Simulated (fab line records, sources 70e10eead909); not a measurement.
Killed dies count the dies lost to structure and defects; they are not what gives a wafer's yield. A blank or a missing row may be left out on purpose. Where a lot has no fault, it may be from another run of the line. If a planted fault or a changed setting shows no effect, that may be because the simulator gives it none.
fab line records    flow nand_harc    part 2 of 2: steps 5 to 6 of 6
record: lots: 24  wafers: 72  last_day: 33
route steps=1302 shown A_WL_FILL@977 A_CONTACT@1042
lots with no fault: from the same line, run without faults
start_h: hours from the record's opening day to when the first of the lot's shown wafers began    wait_h: time in hours since the lot's previous step    " as in the row above    L1.1+2: one row covering several wafers at once    - value missing, or start not given    * or withheld: withheld    < > ~ a bound
route shown NAME@n: a module of which the file shows steps, and the number in the route of the first    usual: the fault-free wafers' mean and standard deviation    same: alike in all rows    chamber/n: place in a boat    sites: each site's reading    _std_site: the standard deviation of these    _edge_site: the outer-site mean with the inner-site mean subtracted    radius_mm: how far each site lies from the wafer's centre    mask NAME#n: copy n    behind: the most recent tool/chamber to have shaped the wafer    hold: cause of the lot's hold/its duration in hours/its outcome    device: the n, p or np transistor that did not switch    end of line: at the end of the route, the tests of the same wafers    a step given without rows: its recipe and nothing more    killed: dies that structure and defects cost at the first sort, which is not the same as the wafer's yield    map: the dies of a wafer, with x for killed, . for not killed, _ for no die there
set.NAME: the setting that was run; set.NAME@STEP: the one run at that earlier step    model.NAME: the simulator's own value behind a step, which no gauge read
the route's steps for a sample of lots (tables are steps, rows are wafers)
services: from which hour (start_h, from the record's first day; less than 0 if before it) a tool's chamber was out of use, for how many hours, and why
== steps ==
step: NHARC_A_CONTACT_STRIP_82
recipe: o2_flow_sccm: 500  ar_flow_sccm: 0  bias_w: 0  chemistry: O2
usual: drypump_motor_current_A: 5.9/0.47  oes_product_au: 0.997/0.011  rf_vpp_V: 57.7/0.93  showerhead_plenum_p_Torr: 3.49/0.12  throttle_valve_pct: 17.037/0.0092
lot.wafer  tool         chamber  start_h  wait_h  drypump_motor_current_A  oes_product_au  rf_hours_counter_h  rf_vpp_V  showerhead_plenum_p_Torr  throttle_valve_pct
L074.1     rie_diel-08  0        -        -       5.6                      0.999           24                  56.8      3.43                      17.040
L074.3     "            1        "        "       6.6                      1.000           20                  57.1      3.48                      17.040
L074.5     "            3        "        "       6.5                      1.001           -                   58.4      3.49                      17.048
L075.2     rie_diel-04  2        -        -       5.1                      1.007           46                  59.4      3.75                      17.040
L075.4     "            1        "        "       5.8                      1.012           39                  57.8      3.47                      17.022
L075.5     "            3        "        "       5.5                      1.009           -                   56.5      3.28                      17.036
L076.4     rie_diel-08  3        -        -       6.5                      1.004           28                  57.2      3.48                      17.031
L076.5     "            2        "        "       5.7                      0.983           -                   58.1      3.42                      17.025
L076.6     "            3        "        "       6.5                      1.002           -                   56.5      3.48                      17.048
L078.3     rie_diel-08  1        -        -       6.7                      0.998           28                  58.6      3.47                      17.017
L078.1     "            3        "        "       6.5                      1.005           33                  57.2      3.48                      17.056
L078.6     "            1        "        "       6.7                      0.993           -                   57.9      3.47                      17.047
L077.2     rie_diel-04  2        -        -       5.1                      1.003           0                   58.1      3.74                      17.042
L077.3     "            3        "        "       5.5                      1.009           0                   59.4      3.81                      17.042
L077.6     "            2        "        "       5.1                      1.013           -                   58.6      3.74                      17.030
L079.1     rie_diel-08  0        -        -       5.6                      1.003           2                   57.7      3.42                      17.047
L079.4     "            1        "        "       6.7                      0.988           2                   58.4      3.47                      17.034
L079.2     "            2        "        "       5.7                      0.975           3                   58.6      3.42                      17.044
L080.3     rie_diel-04  0        -        -       6.7                      1.005           9                   58.2      3.77                      17.035
L080.6     "            3        "        "       5.5                      1.001           -                   58.5      3.80                      17.043
L080.5     "            0        "        "       6.8                      1.001           -                   58.7      3.77                      17.041
L081.4     rie_diel-08  3        -        -       6.5                      0.989           5                   58.2      3.48                      17.025
L081.1     "            0        "        "       5.6                      0.989           3                   58.6      3.42                      17.028
L081.6     "            0        "        "       5.6                      1.001           -                   57.5      3.42                      17.038
L082.1     rie_diel-08  3        -        -       6.5                      0.995           7                   59.5      3.48                      17.057
L082.2     "            0        "        "       5.6                      0.996           7                   58.6      3.42                      17.040
L082.5     "            3        "        "       6.5                      0.988           -                   56.2      3.48                      17.025
L083.4     rie_diel-01  1        -        -       5.6                      0.996           6                   59.1      3.63                      17.033
L083.1     "            3        "        "       5.8                      0.990           5                   57.1      3.32                      17.034
L083.5     "            1        "        "       5.6                      0.996           -                   57.8      3.63                      17.034
L084.3     rie_diel-08  3        -        -       6.5                      1.000           13                  58.4      3.47                      17.041
L084.1     "            1        "        "       6.7                      0.979           13                  56.7      3.46                      17.040
L084.6     "            3        "        "       6.5                      1.001           -                   57.4      3.47                      17.038
L085.4     rie_diel-01  3        -        -       5.8                      1.006           17                  57.4      3.32                      17.050
L085.1     "            0        "        "       5.7                      1.009           12                  58.2      3.53                      17.029
L085.6     "            1        "        "       5.5                      1.003           -                   56.2      3.63                      17.023
L086.4     rie_diel-08  2        -        -       5.7                      0.984           16                  57.3      3.41                      17.030
L086.2     "            3        "        "       6.5                      1.008           16                  57.6      3.47                      17.037
L086.6     "            2        "        "       5.7                      0.982           -                   57.1      3.41                      17.021
L087.4     rie_diel-08  1        -        -       6.6                      0.994           16                  57.0      3.46                      17.031
L087.1     "            3        "        "       6.5                      1.006           16                  56.9      3.47                      17.040
L087.5     "            2        "        "       5.7                      0.988           -                   56.8      3.41                      17.050
L089.4     rie_diel-08  1        -        -       6.6                      0.993           21                  58.2      3.46                      17.029
L089.1     "            2        "        "       5.7                      0.968           21                  56.9      3.41                      17.034
L089.2     "            3        "        "       6.5                      1.003           22                  57.4      3.47                      17.044
L090.3     rie_diel-01  2        -        -       5.9                      0.990           34                  58.5      3.45                      17.024
L090.2     "            3        "        "       5.8                      0.994           35                  57.6      3.31                      17.029
L090.5     "            0        "        "       5.7                      0.999           -                   56.7      3.52                      17.040
L088.1     rie_diel-04  2        -        -       5.1                      0.991           42                  58.0      3.72                      17.054
L088.4     "            3        "        "       5.5                      0.995           49                  58.1      3.78                      17.035
L088.6     "            0        "        "       6.7                      1.010           -                   57.3      3.75                      17.020
L093.4     rie_diel-01  2        -        -       5.9                      0.994           37                  57.9      3.45                      17.036
L093.1     "            0        "        "       5.7                      1.004           34                  58.2      3.52                      17.040
L093.6     "            2        "        "       5.9                      0.997           -                   57.1      3.45                      17.049
L092.3     rie_diel-08  0        -        -       5.6                      1.010           27                  56.7      3.41                      17.030
L092.2     "            2        "        "       5.7                      0.987           25                  57.6      3.41                      17.027
L092.5     "            0        "        "       5.6                      1.002           -                   56.2      3.41                      17.051
L091.4     rie_diel-08  3        -        -       6.5                      0.999           28                  56.9      3.47                      17.048
L091.5     "            3        "        "       6.5                      1.015           -                   57.9      3.47                      17.039
L091.6     "            0        "        "       5.6                      0.999           -                   58.5      3.41                      17.030
L094.2     rie_diel-01  2        -        -       5.9                      0.989           44                  57.7      3.45                      17.054
L094.3     "            1        "        "       5.6                      1.001           33                  57.1      3.62                      17.037
L094.5     "            3        "        "       5.8                      0.997           -                   58.8      3.30                      17.050
L095.1     rie_diel-08  3        -        -       6.5                      1.005           30                  57.7      3.47                      17.052
L095.3     "            0        "        "       5.6                      1.000           31                  57.7      3.41                      17.035
L095.6     "            3        "        "       6.5                      1.003           -                   57.4      3.47                      17.041
L097.1     rie_diel-04  2        -        -       5.1                      0.998           8                   57.3      3.71                      17.034
L097.2     "            3        "        "       5.5                      0.994           8                   57.8      3.77                      17.025
L097.4     "            1        "        "       5.8                      0.994           -                   60.0      3.43                      17.038
L096.2     rie_diel-08  1        -        -       6.7                      1.006           1                   58.5      3.45                      17.051
L096.6     "            1        "        "       6.6                      0.990           -                   57.7      3.45                      17.025
L096.5     "            2        "        "       5.7                      0.991           -                   57.4      3.40                      17.034
step: NHARC_A_CONTACT_DEP_84
recipe: target_thk_a: 28000  temp_c: 400  material: aC
usual: throttle_valve_pct: 35.000/0.0092
lot.wafer  tool        chamber  start_h  wait_h  throttle_valve_pct
L074.1     acl_dep-03  0        510.67   -       35.001
L074.3     "           0        "        "       35.011
L074.5     "           0        "        "       35.006
L075.2     acl_dep-03  0        518.26   -       34.997
L075.4     "           0        "        "       34.996
L075.5     "           0        "        "       35.006
L076.4     acl_dep-02  0        519.27   -       35.020
L076.5     "           0        "        "       34.996
L076.6     "           0        "        "       35.007
L078.1     acl_dep-01  0        546.29   -       35.006
L078.3     "           0        "        "       34.992
L078.6     "           0        "        "       34.994
L077.2     acl_dep-02  0        549.24   -       34.995
L077.3     "           0        "        "       35.012
L077.6     "           0        "        "       35.016
L079.1     acl_dep-02  0        567.82   -       34.995
L079.2     "           0        "        "       35.000
L079.4     "           0        "        "       35.002
L080.3     acl_dep-02  0        570.13   -       34.991
L080.5     "           0        "        "       34.986
L080.6     "           0        "        "       35.000
L081.1     acl_dep-02  0        571.28   -       35.001
L081.4     "           0        "        "       35.016
L081.6     "           0        "        "       34.992
L082.1     acl_dep-03  0        594.66   -       35.002
L082.2     "           0        "        "       34.982
L082.5     "           0        "        "       35.013
L083.1     acl_dep-02  0        596.50   -       35.026
L083.4     "           0        "        "       35.006
L083.5     "           0        "        "       35.001
L084.1     acl_dep-03  0        631.28   -       34.995
L084.3     "           0        "        "       35.002
L084.6     "           0        "        "       35.008
L085.1     acl_dep-02  0        632.42   -       34.998
L085.4     "           0        "        "       34.999
L085.6     "           0        "        "       34.983
L086.2     acl_dep-03  0        642.41   -       35.019
L086.4     "           0        "        "       35.017
L086.6     "           0        "        "       34.993
L087.1     acl_dep-02  0        643.42   -       34.986
L087.4     "           0        "        "       34.993
L087.5     "           0        "        "       35.003
L089.1     acl_dep-02  0        680.03   -       35.009
L089.2     "           0        "        "       34.998
L089.4     "           0        "        "       34.989
L090.2     acl_dep-01  0        682.82   -       34.997
L090.3     "           0        "        "       34.998
L090.5     "           0        "        "       35.007
L088.1     acl_dep-02  0        686.82   -       35.000
L088.4     "           0        "        "       35.012
L088.6     "           0        "        "       34.982
L093.1     acl_dep-03  0        692.59   -       34.998
L093.4     "           0        "        "       35.003
L093.6     "           0        "        "       34.998
L092.2     acl_dep-03  0        694.61   -       35.003
L092.3     "           0        "        "       35.013
L092.5     "           0        "        "       35.007
L091.4     acl_dep-01  0        699.94   -       34.990
L091.5     "           0        "        "       35.007
L091.6     "           0        "        "       34.986
L094.2     acl_dep-03  0        713.79   -       35.013
L094.3     "           0        "        "       34.998
L094.5     "           0        "        "       35.009
L095.1     acl_dep-02  0        716.63   -       34.993
L095.3     "           0        "        "       35.008
L095.6     "           0        "        "       34.989
L097.1     acl_dep-02  0        737.36   -       35.003
L097.2     "           0        "        "       34.981
L097.4     "           0        "        "       34.994
L096.2     acl_dep-03  0        739.02   -       34.984
L096.5     "           0        "        "       34.995
L096.6     "           0        "        "       35.008
== services ==
tool             chamber  start_h  hours  kind
har_cap_etch-02  -        462.43   0.3    repair
cmp-02           -        474.16   2.7    repair
cmp-02           -        476.89   4.0    pm
cmp-04           -        478.05   4.0    pm
rie_diel-04      -        486.02   0.6    repair
cmp-02           -        501.71   0.6    repair
cmp-02           -        502.41   4.2    repair
rie_diel-04      -        535.83   9.0    pm
rie_diel-08      -        545.31   9.0    pm
rie_diel-01      1        558.22   4.2    repair
rie_diel-01      -        560.99   9.0    pm
cmp-02           -        574.89   4.0    pm
cmp-02           -        589.55   1.6    repair
acl_dep-02       -        609.75   13.0   pm
rie_diel-04      2        634.37   5.1    repair
rie_diel-01      1        646.94   11.9   repair
cmp-02           -        672.89   4.0    pm
rie_diel-08      1        709.58   7.9    repair
cmp-02           -        710.63   3.4    repair
rie_diel-04      -        712.83   9.0    pm
cmp-02           -        717.17   0.5    repair
rie_diel-08      -        722.31   9.0    pm
rie_diel-01      -        737.99   9.0    pm
cmp-02           -        739.67   1.0    repair
